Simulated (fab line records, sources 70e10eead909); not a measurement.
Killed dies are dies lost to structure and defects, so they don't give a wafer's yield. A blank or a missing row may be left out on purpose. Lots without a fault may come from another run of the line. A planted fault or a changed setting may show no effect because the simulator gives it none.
A struck lot beside a sound one | flow nand_harc | 15 steps out of a route of 1159
Sound: wafers L662.1, L662.2, L662.4. Struck: wafers L672.1, L672.4, L672.5. The cause comes at the end.
At each step with rows: each side's tool, then ch and its chambers, then its first start. Under that, the readings that differ: sound wafers | struck wafers | difference of the means | sigmas: that difference in standard deviations of wafers without a fault.
alike: readings whose means differ by less than 2 such deviations, and words and numbers that are the same on both sides. not compared: withheld readings, readings that some wafer has no value for, bounds like >300 that may hide the same value, and numbers for which the record gives no deviation and whose values overlap.
The two part at a step that has a row with sigmas, a row that says differs or no value, or rows on one side only. Numbers that don't overlap but have no deviation are shown without sigmas and don't part them. A reading that every wafer of one side lacks parts them only if that side has two wafers or more.

first, 7 steps without rows for these wafers: NHARC_P_M1_COAT_34 (time 65 s); NHARC_P_M1_COAT_03 (resist thk 90 nm); NHARC_P_M1_SOFTBAKE_04 (time 55 s); NHARC_P_M1_EBR_05; NHARC_P_M1_EXPOSE_06 (exposes mask P M1, target cd 130 nm); NHARC_P_M1_PEB_07 (peb time 65 s); NHARC_P_M1_DEVELOP_08 (develop time 35 s).
NHARC_P_M1_CD_MEAS_09: target cd 130 nm.
  sound on cd_sem-02 ch 0, day 7 12:56; struck on cd_sem-02 ch 0, day 9 20:26
  alike: cd_nm
NHARC_P_M1_OVL_MEAS_10: pitch 260 nm.
  sound on overlay-02, day 7 13:01; struck on overlay-02, day 9 20:32
  alike: overlay_x_nm, overlay_y_nm
NHARC_P_M1_INSPECT_11:
  sound on defect_inspect-02, day 7 13:04; struck on defect_inspect-02, day 9 20:34
  alike: raw_defect_count
NHARC_P_M1_DESCUM_14: chemistry O2, time 3 s.
  sound on rie_diel-04 ch 1,2,3, day 7 13:07; struck on rie_diel-05 ch 0,2,3, day 9 20:38
  alike: drypump_motor_current_A, oes_product_au, rf_vpp_V, showerhead_plenum_p_Torr, throttle_valve_pct
  not compared: rf_hours_counter_h
NHARC_P_M1_ETCH_35: etches the open film in N2/H2, target depth 40 nm, overetch 12 nm, time 43.94 s.
  sound on rie_diel-04 ch 0,2,3, day 7 13:13; struck on rie_diel-05 ch 0,1,3, day 9 20:43
  alike: bias_w, chamber_pressure_mTorr, drypump_motor_current_A, oes_product_au, rf_vpp_V, showerhead_plenum_p_Torr, throttle_valve_pct
  not compared: rf_hours_counter_h
NHARC_P_M1_ETCH_15: etches the open film in C4F8/Ar, target depth 182.5 nm, time 91.2 s.
  sound on rie_diel-04 ch 0,1,2, day 7 13:17; struck on rie_diel-05 ch 0,1,3, day 9 20:48
  no value came back on the struck wafers for any of 5 readings (bias_w (W), chamber_pressure_mTorr (mTorr) and others); on the sound wafers bias_w (W) reads 300.0 298.9 298.7
NHARC_P_M1_CD_MEAS_16:
  sound on cd_sem-03, day 7 13:26; struck on cd_sem-02, day 9 20:56
  alike: cd_nm
-- the record jumps here: 14 days lie between the struck wafers' starts before and after (it left off in module P_M1 and takes up again in module END, whose first step shown is number 1159 of the route) --
NHARC_END_SORT_01:
  sound on prober-02 ch 0, day 20 12:02; struck on prober-01 ch 0, day 23 15:48
  reading                  | sound          | struck         | difference | sigmas
  defect_limited_yield (%) | 98.4 97.2 97.3 | 0 0 0          | -98        | -57
  killed_at_periphery      | 4 2 2          | 653 648 648    | +647       | +99 or more
  killed_dies              | 11 19 18       | 677 677 677    | +661       | +60
  sort_bin_2_pct (%)       | 0.4 0.7 0.3    | 96.8 96.3 96.8 | +96.2      | +99 or more
  sort_n_pass              | 666 658 659    | 0 0 0          | -661       | -60
  sort_rim_yield_pct (%)   | 96 97 98       | 0 0 0          | -97        | -30
  sort_yield_pct (%)       | 98.4 97.2 97.3 | 0 0 0          | -98        | -57
  alike: killed_at_array, killed_at_other, killed_open, killed_short, sort_bin_3_pct, sort_bin_4_pct

WHERE THEY PART
First at NHARC_P_M1_ETCH_15; last, within this record, at NHARC_END_SORT_01.

WHY: what the simulator had put in
Skipped step whole: rie_diel-05, from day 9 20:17 on, at NHARC_P_M1_ETCH_15. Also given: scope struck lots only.
